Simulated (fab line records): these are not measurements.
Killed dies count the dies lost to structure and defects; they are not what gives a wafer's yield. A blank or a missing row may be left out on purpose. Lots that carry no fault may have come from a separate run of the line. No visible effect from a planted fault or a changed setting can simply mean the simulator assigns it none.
Struck lot and sound lot, side by side || flow nandHarc || 15 steps out of a route of 1302
Sound: the wafers L126.3, L126.4, L126.5. Wafers struck: L130.2, L130.3, L130.4. At the end, the cause is stated.
At each step with rows: each side's tool, then ch and its chambers, then its first start. Under that, the readings that differ: sound wafers || struck wafers || difference of the means || sigmas: that difference in standard deviations of wafers without a fault.
alike: readings with means less than 2 such deviations apart, plus words and numbers identical on both sides. not compared: withheld readings, readings lacking a value on some wafer, bounds such as >300 that could conceal the same value, and numbers that have no deviation in the record and whose values overlap.
Wherever a step has rows on one side only, a row that says differs or no value, or a row with sigmas, the two part there. Non-overlapping numbers with no deviation appear without sigmas and do not part them. Lack of a reading on every wafer of one side parts them only where that side has two or more wafers.

NHARC_A_CHANNEL_HOLE_D2_CD_MEAS_31:
  struck on cdSem-01, day 20 08:49; sound on cdSem-01, day 18 16:43
  alike: cdNm
NHARC_A_CHANNEL_HOLE_D2_XSEM_32:
  sound on xsem-01 ch 0, day 18 16:48; struck on xsem-02 ch 0, day 20 08:55
  alike: botCdNm, bowNm, tiltDeg
NHARC_A_CHANNEL_HOLE_D2_INSPECT_40:
  struck on defectInspect-01, day 20 09:01; sound on defectInspect-02, day 18 16:53
  alike: rawDefectCount
then, 3 steps without rows for these wafers: NHARC_A_CHANNEL_FILL_D2_PRECLEAN_00 (cleans in SC1); NHARC_A_CHANNEL_FILL_D2_SRD_01; NHARC_A_CHANNEL_FILL_D2_ALD_02 (deposits SiO2, target thk 6 nm, pulse time 10 s, ald cycles 60).
NHARC_A_CHANNEL_FILL_D2_ALD_03: deposits SiNx, target thk 6 nm, pulse time 60 s, ald cycles 58.
  sound on aldSinBatch-02 ch 0; struck on aldSinBatch-01 ch 0
  alike: precursorPulseHeightRel
NHARC_A_CHANNEL_FILL_D2_ALD_14: deposits SiO2, target thk 2.5 nm, pulse time 10 s, ald cycles 25.
  sound on aldHk-02 ch 0,3, day 19 00:30; struck on aldHk-03 ch 0,2,3, day 20 16:12
  alike: heaterPowerW, precursorPulseHeightRel
then, 1 step without rows for these wafers: NHARC_A_CHANNEL_FILL_D2_ALD_15 (deposits SiNx, target thk 2 nm, pulse time 60 s, ald cycles 19).
NHARC_A_CHANNEL_FILL_D2_ALD_16: deposits SiO2, target thk 1.5 nm, pulse time 10 s, ald cycles 15.
  sound on aldHk-02 ch 0,2,3, day 19 05:43; struck on aldHk-02 ch 0,1,2, day 20 21:21
  alike: heaterPowerW, precursorPulseHeightRel
then, 2 steps without rows for these wafers: NHARC_A_CHANNEL_FILL_D2_ANNEAL_17 (time 1800 s); NHARC_A_CHANNEL_FILL_D2_CVD_18 (deposits poly-Si, target thk 3 nm).
NHARC_A_CHANNEL_FILL_D2_ETCHBACK_19: etches the open film in HBr/Cl2, target depth 5 nm, time 1.7 s.
  sound on rieSi-02 ch 0,1,2, day 19 17:42; struck on rieSi-02 ch 0,2,3, day 21 10:22
{"reading": "oesProductAu (a.u.)", "sound": "1.009 0.993 1.005", "struck": "0.734 0.737 0.751", "difference": -0.262, "sigmas": -24}
  alike: biasW, drypumpMotorCurrentA, throttleValvePct
  not compared: rfHoursCounterH
NHARC_A_CHANNEL_FILL_D2_ETCHBACK_20: etches the open film in C4F8/O2/Ar, target depth 27 nm, time 13.5 s.
  sound on rieDiel-11 ch 0,2,3, day 19 17:48; struck on rieDiel-13 ch 0,1,2, day 21 10:29
  alike: biasW, oesProductAu, rfVppV
  not compared: rfHoursCounterH
-- jump in the record: it breaks off in module A_CHANNEL_FILL_D2 and resumes in module END (first step shown: number 1302 of the route), and 9 days separate the struck wafers' starts before and after --
NHARC_END_SORT_01:
  sound on prober-01 ch 0, day 29 07:25; struck on prober-01 ch 0, day 30 18:57
{"reading": "hold", "sound": "- - -", "struck": "awaitDispo/2.8h/scrap awaitDispo/2.8h/scrap awaitDispo/2.8h/scrap", "difference": "no value on the sound wafers", "sigmas": ""}
{"reading": "killedAtArray", "sound": "53 48 48", "struck": "640 637 632", "difference": "+587", "sigmas": "+33"}
{"reading": "killedDies", "sound": "54 53 51", "struck": "646 640 638", "difference": "+589", "sigmas": "+33"}
  alike: killedAtOther, killedAtPeriphery, killedOpen, killedShort

## WHERE THEY PART
Earliest at NHARC_A_CHANNEL_FILL_D2_ETCHBACK_19; latest, in this record, at NHARC_END_SORT_01.

WHY: what had been put in by the simulator
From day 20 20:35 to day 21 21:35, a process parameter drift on rieSi-02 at NHARC_A_CHANNEL_FILL_D2_ETCHBACK_19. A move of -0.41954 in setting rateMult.
